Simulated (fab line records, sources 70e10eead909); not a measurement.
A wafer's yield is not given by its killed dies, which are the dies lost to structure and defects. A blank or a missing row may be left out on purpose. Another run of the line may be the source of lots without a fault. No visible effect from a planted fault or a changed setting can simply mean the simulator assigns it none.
Chamber matching | flow nand-harc | NHARC_A_STAIRCASE_TRIM_220 on rie-diel-12 has 4 sister chambers
The step chemistry O2, time 211.2 s. 14 wafers are shown with their chamber, then 7 later ones without.

## WAFERS WITH THEIR CHAMBER
wafer  | chamber | drypump-motor-current-A (A) | showerhead-plenum-p-Torr (Torr) | rf-vpp-V (V)
L074.1 | 1       | 5.8                         | 3.73                            | 59.4
L074.3 | 2       | 5.3                         | 3.47                            | 56.6
L074.5 | 2       | 5.3                         | 3.47                            | 58.2
L078.1 | 0       | 6.3                         | 3.79                            | 58.4
L078.3 | 2       | 5.3                         | 3.46                            | 56.0
L078.6 | 3       | 5.6                         | 3.60                            | 57.8
L080.3 | 1       | 5.8                         | 3.72                            | 59.9
L080.5 | 2       | 5.3                         | 3.45                            | 56.6
L080.6 | 0       | 6.4                         | 3.79                            | 57.9
L082.1 | 2       | 5.3                         | 3.45                            | 58.3
L082.2 | 0       | 6.3                         | 3.78                            | 58.1
L082.5 | 0       | 6.3                         | 3.78                            | 58.2
L092.2 | 2       | 5.3                         | 3.44                            | 58.5
L092.3 | 0       | 6.3                         | 3.77                            | 57.5

SIGNATURES (means of the wafers above)
reading                  | chamber 0 | chamber 1 | chamber 2 | chamber 3 | scatter within a chamber
drypump-motor-current-A  | 6.320     | 5.800     | 5.300     | 5.600     | 0.0283
showerhead-plenum-p-Torr | 3.7820    | 3.7250    | 3.4567    | 3.6000    | 0.0103
rf-vpp-V                 | 58.020    | 59.650    | 57.367    | 57.800    | 0.805
Rule: for a wafer and a chamber, the distance is found by dividing, reading by reading, the gap between the wafer's reading and the chamber's mean by the reading's scatter, squaring, summing and taking the root. If the next closest chamber is less than 2 further off than the closest, the wafer can't be placed; otherwise it belongs to the closest. The scatter: take each reading less its chamber's mean, square it, sum over the shown wafers, divide by the number of wafers less the number of chambers, and take the root.

## WAFERS WITHOUT THEIR CHAMBER
wafer  | drypump-motor-current-A (A) | showerhead-plenum-p-Torr (Torr) | rf-vpp-V (V)
L092.5 | 5.8                         | 3.70                            | 58.7
L093.1 | 5.8                         | 3.70                            | 57.7
L093.4 | 5.8                         | 3.70                            | 59.0
L093.6 | 5.3                         | 3.44                            | 57.9
L097.1 | 5.8                         | 3.69                            | 57.9
L097.2 | 5.3                         | 3.43                            | 58.3
L097.4 | 5.8                         | 3.69                            | 57.8

## WHICH CHAMBER EACH WENT THROUGH
wafer  | from the rows above | in truth
L092.5 | 1                   | 1
L093.1 | 1                   | 1
L093.4 | 1                   | 1
L093.6 | 2                   | 2
L097.1 | 1                   | 1
L097.2 | 2                   | 2
L097.4 | 1                   | 1
7 of 7 placed correctly. From these rows, 0 cannot be placed. Wrongly placed: 0.
